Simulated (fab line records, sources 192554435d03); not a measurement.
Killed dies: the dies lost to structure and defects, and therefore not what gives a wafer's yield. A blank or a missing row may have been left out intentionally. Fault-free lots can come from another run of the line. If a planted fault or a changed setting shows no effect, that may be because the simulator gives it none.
Chamber matching    flow n5-finfet    ald-metal-02 running N5_BEOL_M10_ALD_74: 4 sister chambers
The step deposits TaN, target thk 2 nm, pulse time 2 s, purge time 3 s. 4 wafers are shown with their chamber, then 10 later ones without.

WAFERS, EACH WITH ITS CHAMBER
wafer   chamber  heater-power-w (W)
L078.1  3        460
L090.6  2        480
L089.1  1        428
L089.3  0        367

WAFERS WHOSE CHAMBER IS MISSING
wafer   heater-power-w (W)
L089.5  355
L093.2  477
L093.4  365
L093.5  359
L094.2  495
L094.4  433
L094.6  483
L096.2  481
L096.4  366
L096.6  431

WHICH CHAMBER EACH ONE RAN IN
wafer   from the rows above      in truth
L089.5  0                        0
L093.2  can't be placed: 2 or 3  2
L093.4  0                        0
L093.5  0                        0
L094.2  2                        2
L094.4  1                        1
L094.6  2                        2
L096.2  2                        2
L096.4  0                        0
L096.6  1                        1
Correctly placed: 9 of 10. From these rows, 1 cannot be placed; in 1 the true chamber is one of the candidates. 0 placed wrongly.
How it was worked out, from the rows above alone: a wafer's distance from a chamber is the root of the sum, over the readings, of the square of ((its reading less the chamber's mean) divided by the reading's scatter). If the next closest chamber is less than 2 further off than the closest, the wafer can't be placed; otherwise it belongs to the closest. A chamber's mean is the mean of its shown wafers. The scatter (one wafer shown for each chamber): square how far every hidden wafer sits from the nearest shown wafer, average those squares and take the square root.
